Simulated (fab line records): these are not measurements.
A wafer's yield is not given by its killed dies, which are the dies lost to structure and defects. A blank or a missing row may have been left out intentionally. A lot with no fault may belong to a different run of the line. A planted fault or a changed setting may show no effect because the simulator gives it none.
Matching of chambers | flow n5_finfet | 4 sister chambers for N5_BEOL_M11_CMP_52 on cmp-03
The step polishes, stops on SiCOH lowk, t overpolish 7 s, target thk 140 nm. 4 wafers are shown with their chamber, then 8 later ones without.

## EACH WAFER AND ITS CHAMBER
wafer  | chamber | motor_current_A (A)
L089.5 | 1       | 5.9
L093.1 | 2       | 6.0
L093.6 | 0       | 5.3
L091.1 | 3       | 7.0

## WAFERS WITHOUT THEIR CHAMBER
wafer  | motor_current_A (A)
L091.3 | 5.4
L091.6 | 6.1
L094.1 | 5.7
L094.2 | 6.0
L094.3 | 6.1
L095.2 | 5.6
L095.3 | 7.1
L095.6 | 7.1

## EACH ONE'S CHAMBER
wafer  | from the rows above          | in truth
L091.3 | 0                            | 0
L091.6 | can't be placed: 2 or 1      | 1
L094.1 | can't be placed: 1 or 2 or 0 | 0
L094.2 | can't be placed: 2 or 1      | 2
L094.3 | can't be placed: 2 or 1      | 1
L095.2 | can't be placed: 0 or 1 or 2 | 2
L095.3 | 3                            | 3
L095.6 | 3                            | 3
3 of 8 placed correctly. Can't be placed from these rows: 5 (the true chamber is among the candidates in 5). Wrongly placed: 0.
How it was worked out, from the rows above alone: a wafer's distance from a chamber is the root of the sum, over the readings, of the square of ((its reading less the chamber's mean) divided by the reading's scatter). The wafer belongs to the nearest chamber; if the next one is less than 2 further off, it can't be placed. A chamber's mean is the mean of its shown wafers. The scatter (one wafer shown for each chamber): square how far every hidden wafer sits from the nearest shown wafer, average those squares and take the square root.
